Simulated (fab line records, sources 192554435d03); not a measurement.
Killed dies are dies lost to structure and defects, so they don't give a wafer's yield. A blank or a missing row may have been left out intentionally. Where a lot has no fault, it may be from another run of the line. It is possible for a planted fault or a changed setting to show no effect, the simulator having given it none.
Chamber matching | flow n5-finfet | N5_SDB_HM_DEP_00 on pecvd-01: 3 sister chambers
The step deposits SiNx from SiH4/NH3/N2, target thk 40 nm, time 35.3 s. 3 wafers are shown with their chamber, then 9 later ones without.

== WAFERS, EACH WITH ITS CHAMBER ==
wafer  | chamber | throttle-valve-pct (%)
L083.5 | 1       | 41.5
L085.1 | 0       | 39.1
L085.4 | 2       | 43.4

== WAFERS MISSING THEIR CHAMBER ==
wafer  | throttle-valve-pct (%)
L087.1 | 39.2
L087.4 | 41.6
L087.5 | 43.6
L091.2 | 41.5
L091.5 | 41.4
L091.6 | 43.3
L092.4 | 39.0
L092.5 | 43.3
L092.6 | 41.4

== WHICH CHAMBER EACH ONE RAN IN ==
wafer  | from the rows above | in truth
L087.1 | 0                   | 0
L087.4 | 1                   | 1
L087.5 | 2                   | 2
L091.2 | 1                   | 1
L091.5 | 1                   | 1
L091.6 | 2                   | 2
L092.4 | 0                   | 0
L092.5 | 2                   | 2
L092.6 | 1                   | 1
Correct placement for 9 of the 9. Left unplaced by these rows: 0. Wrongly placed: 0.
How it was worked out, from the rows above alone: a wafer's distance from a chamber is the root of the sum, over the readings, of the square of ((its reading less the chamber's mean) divided by the reading's scatter). The wafer belongs to the nearest chamber; if the next one is less than 2 further off, it can't be placed. A chamber's mean is the mean of its shown wafers. The scatter (one wafer shown for each chamber): square how far every hidden wafer sits from the nearest shown wafer, average those squares and take the square root.
